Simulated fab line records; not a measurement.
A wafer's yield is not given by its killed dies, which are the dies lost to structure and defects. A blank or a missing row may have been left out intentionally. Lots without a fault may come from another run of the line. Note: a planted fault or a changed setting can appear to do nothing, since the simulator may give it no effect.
Problem report, 8D (eight disciplines) form, completed by code :: flow n5_finfet :: the parts of the form that need people (team, actions taken, sign-off) are left out

== 1. THE ISSUE ==
At N5_PASSIVATION_PROBE_49, killed_at_other averages 1085.3 over 6 wafers from 2 lots, while fault-free wafers read 3.2, standard deviation 2.7. So: +99 or more standard deviations from the usual mean.
Earliest sighting: wafer L649.1 on prober-02 at day 17 11:41. The record holds 22 wafers of 8 lots with a number at this step. By rule, "out" or "out of limits" means more than 4 standard deviations away from the usual mean. Any other wafer with a number is counted as sound.

== 2. WHAT THIS IS AND IS NOT ==
question: which readings at this step
is: killed_at_other, defect_limited_yield, killed_dies, killed_on_rim, sort_bin_5_function, sort_n_pass, sort_yield_pct
is not: killed_at_M0_to_M3, killed_at_M4_up, killed_at_contacts, sort_bin_6_memory, sort_bin_8_speed

question: which lots
is: L648, L649
is not: L633, L637, L650, L651, L652, L653

question: which wafers of those lots
is: all that have a number
is not: -

question: read on which tools
is: prober-01, prober-02
is not: -

question: when
is: from day 17 11:41
is not: up to then (6 sound wafers); but 10 sound wafers of L650, L651, L652, L653 came after

== 3. WHAT RULES OUT EACH SUSPECT ==
Counting: any tool at a process step up to the reading is kept as a suspect provided that every lot that is out went through it and no sound lot did after the first of them.
- rie_metal-01 at N5_MIM_BOT_ETCH_ETCH_00 (etches TiN in Cl2/BCl3, target depth 45.5 nm): kept. It ran every lot that is out, first L649 (day 17 01:31), and no sound lot after that; its last sound lot up to then is L637 (day 14 01:25).
The count leaves rie_metal-01 at N5_MIM_BOT_ETCH_ETCH_00.

== 4. THE CAUSE (what the simulator had put in) ==
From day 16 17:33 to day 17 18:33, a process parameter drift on rie_metal-01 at N5_MIM_BOT_ETCH_ETCH_00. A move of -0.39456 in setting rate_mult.
Only this tool survived the counting.

== 5. THE EFFECT CHAIN, in route order ==
One row per reading whose mean, taken over the struck wafers that have a number, lies over 3 standard deviations from the usual. Scope: only readings with a usual standard deviation given in the record; hours: median across lots of the time from each lot's start at the first step in this table that gives one to its start at this step; sigmas: change in usual standard deviations.
hours: 0
step: N5_PASSIVATION_PROBE_49
reading: defect_limited_yield
usual: 91.3 %
on struck wafers: 0.0
change: -91.3
sigmas: -65

hours: 0
step: N5_PASSIVATION_PROBE_49
reading: killed_at_other
usual: 3.2
on struck wafers: 1085.3
change: +1082.1
sigmas: +99 or more

hours: 0
step: N5_PASSIVATION_PROBE_49
reading: killed_dies
usual: 103
on struck wafers: 1180
change: +1077
sigmas: +67

hours: 0
step: N5_PASSIVATION_PROBE_49
reading: killed_on_rim
usual: 13
on struck wafers: 152
change: +139
sigmas: +35

hours: 0
step: N5_PASSIVATION_PROBE_49
reading: sort_bin_5_function
usual: 5.1 %
on struck wafers: 96.5
change: +91.4
sigmas: +99 or more

hours: 0
step: N5_PASSIVATION_PROBE_49
reading: sort_n_pass
usual: 1077
on struck wafers: 0
change: -1077
sigmas: -63

hours: 0
step: N5_PASSIVATION_PROBE_49
reading: sort_yield_pct
usual: 91.2 %
on struck wafers: 0.0
change: -91.2
sigmas: -65
It contains these process steps:
- N5_PASSIVATION_PROBE_49

== 6. WHAT WOULD HAVE CAUGHT IT SOONER ==
The fault began at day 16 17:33; the first out-of-limits reading in this record came at day 17 11:41, 18 hours later.
No tool reading at N5_MIM_BOT_ETCH_ETCH_00 that has a usual standard deviation in the record was out on any struck wafer, so an alarm limit of 4 standard deviations on those readings would not have fired.
Lots out: 2; of these, L648 started N5_MIM_BOT_ETCH_ETCH_00 on rie_metal-01 after day 17 11:41. Had the tool been put on hold then, it would have been spared.
